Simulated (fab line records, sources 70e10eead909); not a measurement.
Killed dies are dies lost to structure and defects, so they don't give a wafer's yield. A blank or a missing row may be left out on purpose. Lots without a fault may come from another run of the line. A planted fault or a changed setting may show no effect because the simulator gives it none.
Chamber matching | flow nand_harc | NHARC_A_DECK1_JOINT_ETCHBACK_00 on rie_si-01: 4 sister chambers
The step etches the open film in HBr, target depth 30 nm, time 17.4 s. 4 wafers are shown with their chamber, then 11 later ones without.

WAFERS WITH THEIR CHAMBER
wafer  | chamber | drypump_motor_current_A (A)
L082.1 | 0       | 5.3
L083.5 | 3       | 4.7
L087.6 | 1       | 6.4
L088.3 | 2       | 6.1

WAFERS WITHOUT THEIR CHAMBER
wafer  | drypump_motor_current_A (A)
L088.4 | 4.7
L088.6 | 6.4
L090.2 | 5.4
L090.3 | 4.7
L090.5 | 6.4
L093.4 | 5.4
L093.5 | 4.8
L093.6 | 5.4
L094.1 | 6.1
L094.2 | 5.4
L094.4 | 6.5

WHICH CHAMBER EACH WENT THROUGH
wafer  | from the rows above | in truth
L088.4 | 3                   | 3
L088.6 | 1                   | 1
L090.2 | 0                   | 0
L090.3 | 3                   | 3
L090.5 | 1                   | 1
L093.4 | 0                   | 0
L093.5 | 3                   | 3
L093.6 | 0                   | 0
L094.1 | 2                   | 2
L094.2 | 0                   | 0
L094.4 | 1                   | 1
Placed correctly: 11 of 11. Can't be placed from these rows: 0. Placed wrongly: 0.
How it was worked out, from the rows above alone: a wafer's distance from a chamber is the root of the sum, over the readings, of the square of ((its reading less the chamber's mean) divided by the reading's scatter). The wafer belongs to the nearest chamber; if the next one is less than 2 further off, it can't be placed. A chamber's mean is the mean of its shown wafers. The scatter: with one shown wafer a chamber, the root of the mean of the squares of how far each hidden wafer lies from its nearest shown one.
